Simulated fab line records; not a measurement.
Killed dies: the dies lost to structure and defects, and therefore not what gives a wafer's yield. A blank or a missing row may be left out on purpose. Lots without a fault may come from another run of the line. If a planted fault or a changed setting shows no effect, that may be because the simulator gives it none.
Chamber matching :: flow n5Finfet :: N5_BEOL_M7_DESCUM_16 on rieDiel-04: 3 sister chambers
The step chemistry O2, time 7.9 s. 16 wafers are shown with their chamber, then 8 later ones without.

== WAFERS WITH THEIR CHAMBER ==
wafer: L079.2
chamber: 2
showerheadPlenumPTorr (Torr): 2.23
drypumpMotorCurrentA (A): 5.8
throttleValvePct (%): 20.42

wafer: L079.5
chamber: 2
showerheadPlenumPTorr (Torr): 2.23
drypumpMotorCurrentA (A): 5.9
throttleValvePct (%): 20.44

wafer: L079.6
chamber: 3
showerheadPlenumPTorr (Torr): 2.04
drypumpMotorCurrentA (A): 5.6
throttleValvePct (%): 20.12

wafer: L082.2
chamber: 3
showerheadPlenumPTorr (Torr): 2.03
drypumpMotorCurrentA (A): 5.6
throttleValvePct (%): 20.13

wafer: L082.4
chamber: 2
showerheadPlenumPTorr (Torr): 2.23
drypumpMotorCurrentA (A): 5.8
throttleValvePct (%): 20.46

wafer: L082.5
chamber: 3
showerheadPlenumPTorr (Torr): 2.03
drypumpMotorCurrentA (A): 5.6
throttleValvePct (%): 20.15

wafer: L083.1
chamber: 0
showerheadPlenumPTorr (Torr): 2.04
drypumpMotorCurrentA (A): 5.1
throttleValvePct (%): 20.56

wafer: L083.2
chamber: 2
showerheadPlenumPTorr (Torr): 2.23
drypumpMotorCurrentA (A): 5.8
throttleValvePct (%): 20.44

wafer: L083.3
chamber: 3
showerheadPlenumPTorr (Torr): 2.03
drypumpMotorCurrentA (A): 5.6
throttleValvePct (%): 20.15

wafer: L078.1
chamber: 2
showerheadPlenumPTorr (Torr): 2.23
drypumpMotorCurrentA (A): 5.8
throttleValvePct (%): 20.45

wafer: L078.3
chamber: 0
showerheadPlenumPTorr (Torr): 2.04
drypumpMotorCurrentA (A): 5.1
throttleValvePct (%): 20.54

wafer: L078.4
chamber: 3
showerheadPlenumPTorr (Torr): 2.03
drypumpMotorCurrentA (A): 5.6
throttleValvePct (%): 20.15

wafer: L089.1
chamber: 2
showerheadPlenumPTorr (Torr): 2.23
drypumpMotorCurrentA (A): 5.9
throttleValvePct (%): 20.47

wafer: L089.5
chamber: 2
showerheadPlenumPTorr (Torr): 2.23
drypumpMotorCurrentA (A): 5.8
throttleValvePct (%): 20.47

wafer: L089.6
chamber: 3
showerheadPlenumPTorr (Torr): 2.03
drypumpMotorCurrentA (A): 5.6
throttleValvePct (%): 20.14

wafer: L091.2
chamber: 2
showerheadPlenumPTorr (Torr): 2.22
drypumpMotorCurrentA (A): 5.8
throttleValvePct (%): 20.48

SIGNATURES (means of the wafers above)
reading: showerheadPlenumPTorr
chamber 0: 2.0400
chamber 2: 2.2287
chamber 3: 2.0317
scatter within a chamber: 0.00363

reading: drypumpMotorCurrentA
chamber 0: 5.100
chamber 2: 5.825
chamber 3: 5.600
scatter within a chamber: 0.034

reading: throttleValvePct
chamber 0: 20.5500
chamber 2: 20.4537
chamber 3: 20.1400
scatter within a chamber: 0.0171
Rule: for a wafer and a chamber, the distance is found by dividing, reading by reading, the gap between the wafer's reading and the chamber's mean by the reading's scatter, squaring, summing and taking the root. The wafer belongs to the nearest chamber; if the next one is less than 2 further off, it can't be placed. The scatter is the square root of a quotient: the sum, over the shown wafers, of each reading's squared deviation from its chamber's mean, divided by wafers minus chambers.

== WAFERS WITH NO CHAMBER GIVEN ==
wafer: L091.3
showerheadPlenumPTorr (Torr): 2.04
drypumpMotorCurrentA (A): 5.1
throttleValvePct (%): 20.55

wafer: L091.6
showerheadPlenumPTorr (Torr): 2.04
drypumpMotorCurrentA (A): 5.1
throttleValvePct (%): 20.57

wafer: L092.3
showerheadPlenumPTorr (Torr): 2.04
drypumpMotorCurrentA (A): 5.1
throttleValvePct (%): 20.56

wafer: L092.4
showerheadPlenumPTorr (Torr): 2.22
drypumpMotorCurrentA (A): 5.8
throttleValvePct (%): 20.47

wafer: L092.5
showerheadPlenumPTorr (Torr): 2.22
drypumpMotorCurrentA (A): 5.8
throttleValvePct (%): 20.46

wafer: L094.1
showerheadPlenumPTorr (Torr): 2.03
drypumpMotorCurrentA (A): 5.6
throttleValvePct (%): 20.16

wafer: L094.2
showerheadPlenumPTorr (Torr): 2.22
drypumpMotorCurrentA (A): 5.8
throttleValvePct (%): 20.49

wafer: L094.5
showerheadPlenumPTorr (Torr): 2.04
drypumpMotorCurrentA (A): 5.1
throttleValvePct (%): 20.58

== WHICH CHAMBER EACH WENT THROUGH ==
wafer: L091.3
from the rows above: 0
in truth: 0

wafer: L091.6
from the rows above: 0
in truth: 0

wafer: L092.3
from the rows above: 0
in truth: 0

wafer: L092.4
from the rows above: 2
in truth: 2

wafer: L092.5
from the rows above: 2
in truth: 2

wafer: L094.1
from the rows above: 3
in truth: 3

wafer: L094.2
from the rows above: 2
in truth: 2

wafer: L094.5
from the rows above: 0
in truth: 0
Placed correctly: 8 of 8. From these rows, 0 cannot be placed. Number placed wrongly: 0.
